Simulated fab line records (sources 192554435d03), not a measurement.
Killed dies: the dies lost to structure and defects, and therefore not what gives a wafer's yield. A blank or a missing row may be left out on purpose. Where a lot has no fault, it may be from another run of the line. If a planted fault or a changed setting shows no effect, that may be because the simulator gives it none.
The tool behind it: which one?    flow n5Finfet    10 lots, 30 wafers sampled, at 3 steps of a route of 1938

## WHAT THE GAUGES READ, wafer by wafer
N5_BEOL_M5_CD_MEAS_11 targets a cd of 27.74 nm. Usual: 27.97 nm for cdNm, sd 0.23.
lot   measured      on        cdNm (nm)          flag
L581  day 9 17:07   cdSem-02  28.03 27.90 27.86  
L584  day 10 07:25  cdSem-01  27.62 27.73 27.90  
L585  day 10 16:25  cdSem-01  27.54 28.38 27.55  
L588  day 11 05:26  cdSem-03  27.68 27.71 28.19  
L589  day 11 07:53  cdSem-03  28.34 27.68 28.39  
L596  day 12 15:42  cdSem-01  28.02 28.34 28.01  
L595  day 13 06:56  cdSem-02  27.86 27.84 28.15  
L598  day 13 23:14  cdSem-02  28.05 27.58 27.99  
L602  day 14 12:56  cdSem-02  27.84 27.99 28.05  
L604  day 15 11:10  cdSem-01  28.03 27.72 28.03  

## WHICH TOOL RAN EACH LOT (tool, then ch and the chambers of the sampled wafers, then the start)
lot   N5_BEOL_M4_CMP_52              N5_BEOL_M4_PRE_CLEAN_60
L581  cmp-01 ch 0,2, day 9 12:49     cvdCo-02 ch 0,1, day 9 13:07
L584  cmp-01 ch 1,2,3, day 10 00:43  cvdCo-01 ch 0,1, day 10 01:04
L585  cmp-03 ch 1,2,3, day 10 12:38  cvdCo-02 ch 0,1,2, day 10 12:53
L588  cmp-03 ch 0,1,2, day 11 02:27  cvdCo-01 ch 0,1, day 11 02:45
L589  cmp-04 ch 1,2, day 11 04:17    cvdCo-01 ch 0,1,2, day 11 04:35
L596  cmp-04 ch 1,2,3, day 12 12:18  cvdCo-02 ch 1,2, day 12 12:38
L595  cmp-01 ch 2,3, day 13 03:11    cvdCo-01 ch 0,1,2, day 13 03:31
L598  cmp-04 ch 0,1,3, day 13 19:00  cvdCo-02 ch 1,2, day 13 19:20
L602  cmp-03 ch 1,2,3, day 14 09:04  cvdCo-02 ch 1,2, day 14 09:22
L604  cmp-01 ch 0,2,3, day 15 06:15  cvdCo-02 ch 2, day 15 06:33
- N5_BEOL_M4_CMP_52: polishes, stops on SiOC, t overpolish 6.8 s, target thk 40 nm.
- N5_BEOL_M4_PRE_CLEAN_60: time 15 s.

## WHAT THE TOOLS THEMSELVES READ (means of the sampled wafers that have a number; where no wafer has one, the mark that the record gives instead)
N5_BEOL_M4_CMP_52. Usual: barrierFieldEndpointS 24.6 s, standard deviation 0.69; motorCurrentA 5.9 A, standard deviation 0.52; overpolishRunS 6.800 s, standard deviation 0.0093; slurryFilterDpKPa 13.50 kPa, standard deviation 0.14; timeToEndpointS 61 s, standard deviation 3.3.
lot   tool    barrierFieldEndpointS (s)  motorCurrentA (A)  overpolishRunS (s)  slurryFilterDpKPa (kPa)  timeToEndpointS (s)  flag
L581  cmp-01  25.0                       6.4                6.795               13.54                    61                   
L584  cmp-01  24.1                       5.7                6.808               13.59                    62                   
L585  cmp-03  25.3                       5.7                6.804               13.54                    62                   
L588  cmp-03  25.0                       5.5                6.807               13.46                    59                   
L589  cmp-04  24.0                       6.4                6.795               13.43                    62                   
L596  cmp-04  25.3                       6.2                6.791               13.63                    61                   
L595  cmp-01  24.1                       6.2                6.803               13.57                    59                   
L598  cmp-04  24.8                       6.2                6.795               13.38                    60                   
L602  cmp-03  23.9                       5.7                6.799               13.38                    62                   
L604  cmp-01  24.6                       6.0                6.799               13.51                    60                   

N5_BEOL_M4_PRE_CLEAN_60. Usual: 91 W for heaterPowerW, sd 21.
lot   tool      heaterPowerW (W)  flag
L581  cvdCo-02  97                
L584  cvdCo-01  114               
L585  cvdCo-02  89                
L588  cvdCo-01  114               
L589  cvdCo-01  93                
L596  cvdCo-02  81                
L595  cvdCo-01  93                
L598  cvdCo-02  82                
L602  cvdCo-02  81                
L604  cvdCo-02  80                

## THE ANSWER, worked out from the rows above alone
Rule: a lot counts as off when the mean over its wafers that have a number is more than 3 standard deviations away from the usual mean. A lot without any number at a reading at which 4 lots or more have one is off too. Where the step has rows for the other lots, those lots are counted as sound. The gauges are gone through in route order, then the tools' own readings, and for those a lot's mean is taken as printed above. The first step at which some lot is off is used, and at that step the reading that is off furthest; a lot without a number counts as furthest.
No lot is off at any reading shown: from this, nothing can be told.

## WHAT THE SIMULATOR PUT IN
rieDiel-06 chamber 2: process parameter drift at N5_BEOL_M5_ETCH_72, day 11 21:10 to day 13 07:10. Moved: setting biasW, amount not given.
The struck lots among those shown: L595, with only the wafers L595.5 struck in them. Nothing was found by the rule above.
